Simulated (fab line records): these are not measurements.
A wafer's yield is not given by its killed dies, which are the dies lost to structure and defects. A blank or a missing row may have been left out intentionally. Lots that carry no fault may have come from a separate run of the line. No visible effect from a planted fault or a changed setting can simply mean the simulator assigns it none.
Split-lot trial :: flow n5Finfet :: on a route of 1938 steps: 7 lots, 21 wafers read

## THE SPLIT ITSELF
At N5_BEOL_M13_TRENCH_ETCH_34 (etches SiOC in C4F8/O2/Ar, target depth 413.47 nm, time 162.6 s), the setting timeS was moved away from the recipe's 162.6 s on 2 of the 21 wafers read, by -6.9% to +7.7%. The other wafers ran this setting at the recipe's value.

## FROM THE SPLIT TO THE READING: what the file shows between them, 10 steps
- N5_BEOL_M13_STRIP_70: strips in C4F8/O2/Ar
- N5_BEOL_M13_OCD_MEAS_35
- N5_BEOL_M13_STRIP_37: strips in N2/H2
- N5_BEOL_M13_ETCH_38: etches SiCN in CF4/N2, target depth 67.5 nm, time 71.9 s
- N5_BEOL_M13_ECD_47: material Cu, target thk 936 nm
- N5_BEOL_M13_ANNEAL_48: time 90 s
- N5_BEOL_M13_CMP_49: polishes, stops on SiOC, t overpolish 17.1 s, target thk 420 nm
- N5_BEOL_M13_THK_MEAS_50: measures by xrf
- N5_BEOL_M13_PRE_CLEAN_52: time 15 s
- N5_BEOL_M13_DEP_53: deposits SiCN from 3MS/NH3, target thk 50 nm, time 17.8 s

## THE READING
At N5_BEOL_M13_RS_MEAS_54, a four-point-probe measurement gives M13_RS in ohm/sq. On this fab line, fault-free wafers typically give 0.0450 ohm/sq with a standard deviation of 0.00086 ohm/sq.

wafer: L081.1
tool, chamber at the split: rieDiel-03, 1
timeS as run, s: 162.6
against the recipe: recipe
M13_RS, ohm/sq: 0.0450
against lot-mates on the recipe: -

wafer: L081.5
tool, chamber at the split: rieDiel-03, 0
timeS as run, s: 162.6
against the recipe: recipe
M13_RS, ohm/sq: 0.0446
against lot-mates on the recipe: -

wafer: L081.6
tool, chamber at the split: rieDiel-03, 1
timeS as run, s: 162.6
against the recipe: recipe
M13_RS, ohm/sq: 0.0458
against lot-mates on the recipe: -

wafer: L079.1
tool, chamber at the split: rieDiel-01, 1
timeS as run, s: 162.6
against the recipe: recipe
M13_RS, ohm/sq: 0.0445
against lot-mates on the recipe: -

wafer: L079.3
tool, chamber at the split: rieDiel-01, 0
timeS as run, s: 162.6
against the recipe: recipe
M13_RS, ohm/sq: 0.0437
against lot-mates on the recipe: -

wafer: L079.4
tool, chamber at the split: rieDiel-01, 3
timeS as run, s: 162.6
against the recipe: recipe
M13_RS, ohm/sq: 0.0448
against lot-mates on the recipe: -

wafer: L080.2
tool, chamber at the split: rieDiel-03, 3
timeS as run, s: 162.6
against the recipe: recipe
M13_RS, ohm/sq: 0.0453
against lot-mates on the recipe: -

wafer: L080.5
tool, chamber at the split: rieDiel-03, 2
timeS as run, s: 162.6
against the recipe: recipe
M13_RS, ohm/sq: 0.0460
against lot-mates on the recipe: -

wafer: L080.6
tool, chamber at the split: rieDiel-03, 1
timeS as run, s: 162.6
against the recipe: recipe
M13_RS, ohm/sq: 0.0457
against lot-mates on the recipe: -

wafer: L077.3
tool, chamber at the split: rieDiel-01, 3
timeS as run, s: 162.6
against the recipe: recipe
M13_RS, ohm/sq: 0.0451
against lot-mates on the recipe: -

wafer: L077.5
tool, chamber at the split: rieDiel-01, 3
timeS as run, s: 162.6
against the recipe: recipe
M13_RS, ohm/sq: 0.0449
against lot-mates on the recipe: -

wafer: L077.6
tool, chamber at the split: rieDiel-01, 0
timeS as run, s: 162.6
against the recipe: recipe
M13_RS, ohm/sq: 0.0442
against lot-mates on the recipe: -

wafer: L085.1
tool, chamber at the split: rieDiel-03, 2
timeS as run, s: 162.6
against the recipe: recipe
M13_RS, ohm/sq: 0.0463
against lot-mates on the recipe: -

wafer: L085.2
tool, chamber at the split: rieDiel-03, 1
timeS as run, s: 175.1
against the recipe: +7.7%
M13_RS, ohm/sq: 0.0419
against lot-mates on the recipe: -0.0041

wafer: L085.5
tool, chamber at the split: rieDiel-03, 1
timeS as run, s: 162.6
against the recipe: recipe
M13_RS, ohm/sq: 0.0457
against lot-mates on the recipe: -

wafer: L086.1
tool, chamber at the split: rieDiel-03, 3
timeS as run, s: 162.6
against the recipe: recipe
M13_RS, ohm/sq: 0.0449
against lot-mates on the recipe: -

wafer: L086.5
tool, chamber at the split: rieDiel-03, 0
timeS as run, s: 162.6
against the recipe: recipe
M13_RS, ohm/sq: 0.0448
against lot-mates on the recipe: -

wafer: L086.6
tool, chamber at the split: rieDiel-03, 1
timeS as run, s: 162.6
against the recipe: recipe
M13_RS, ohm/sq: 0.0458
against lot-mates on the recipe: -

wafer: L088.1
tool, chamber at the split: rieDiel-03, 3
timeS as run, s: 162.6
against the recipe: recipe
M13_RS, ohm/sq: 0.0451
against lot-mates on the recipe: -

wafer: L088.2
tool, chamber at the split: rieDiel-03, 1
timeS as run, s: 151.4
against the recipe: -6.9%
M13_RS, ohm/sq: 0.0491
against lot-mates on the recipe: +0.0035

wafer: L088.5
tool, chamber at the split: rieDiel-03, 1
timeS as run, s: 162.6
against the recipe: recipe
M13_RS, ohm/sq: 0.0460
against lot-mates on the recipe: -

THE FIT
A straight line over all 21 wafers: M13_RS changes by -0.00049 ohm/sq for each +1% of timeS; r = -0.86; the points scatter about the line by 0.00068 ohm/sq.
The same after taking each lot's own level away (the mean of its wafers on the recipe; 21 wafers): -0.000525 ohm/sq for each +1%; r = -0.95; scatter 0.00042 ohm/sq.
Per that fit: largest timeS move, reading shift of 0.004 ohm/sq.
From 0.04433 to 0.04600 ohm/sq: that is the span of the lots' own levels, equal to 1.9 times the standard deviation above.
The two slopes are in agreement: the lot-to-lot level therefore moves the slope only a little.
Check: with one of the wafers moved furthest among these (+7.7%) left out of the fit, the line predicts -0.00396 ohm/sq for it against its lot-mates. It came out at -0.0041 ohm/sq against them.

## OTHER SPLITS ON THESE WAFERS
Note: prior to the reading, these wafers also went through further splits. Each is held against what the fit with the lots' levels taken away leaves over:
other split on the same wafers: N5_BEOL_M11_COAT_63 spinRpm
wafers away from the commonest value: 9
r with M13_RS (lot level and that fit taken away): -0.06

other split on the same wafers: N5_BEOL_M11_CURE_72 timeS
wafers away from the commonest value: 7
r with M13_RS (lot level and that fit taken away): -0.05

other split on the same wafers: N5_BEOL_M11_ALD_74 aldCycles
wafers away from the commonest value: 8
r with M13_RS (lot level and that fit taken away): -0.09

other split on the same wafers: N5_BEOL_M12_CMP_49 downForcePsi
wafers away from the commonest value: 4
r with M13_RS (lot level and that fit taken away): +0.44

other split on the same wafers: N5_BEOL_M13_COAT_04 spinRpm
wafers away from the commonest value: 5
r with M13_RS (lot level and that fit taken away): -0.04

## THE WHOLE CHAIN: every reading that the file lists as answering this split, in the file's order
step: N5_BEOL_M13_TRENCH_ETCH_34
what it does: etches SiOC in C4F8/O2/Ar, target depth 413.47 nm, time 162.6 s
reading: etch.depthNm (the simulator's own value, which no gauge read)
change (the file's fit): +4.57 nm for each +1% of the setting
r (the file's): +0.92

step: N5_BEOL_M13_OCD_MEAS_35
what it does: 
reading: trenchDepthNm
change (the file's fit): +4.58 nm for each +1% of the setting
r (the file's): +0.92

step: N5_BEOL_M13_CMP_49
what it does: polishes, stops on SiOC, t overpolish 17.1 s, target thk 420 nm
reading: Cu_of_BEOL_M13_ECD_47.thkNm (the simulator's own value, which no gauge read)
change (the file's fit): +4.56 nm for each +1% of the setting
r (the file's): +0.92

step: N5_BEOL_M13_THK_MEAS_50
what it does: measures by xrf
reading: M13_THK
change (the file's fit): +4.49 for each +1% of the setting
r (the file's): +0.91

step: N5_BEOL_M13_RS_MEAS_54
what it does: measures by four-point-probe
reading: M13_RS
change (the file's fit): -0.000527 for each +1% of the setting
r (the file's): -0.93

## THE FILE'S OWN FIT
M13_RS changes by -0.000527 ohm/sq for each +1% of timeS, r = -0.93.
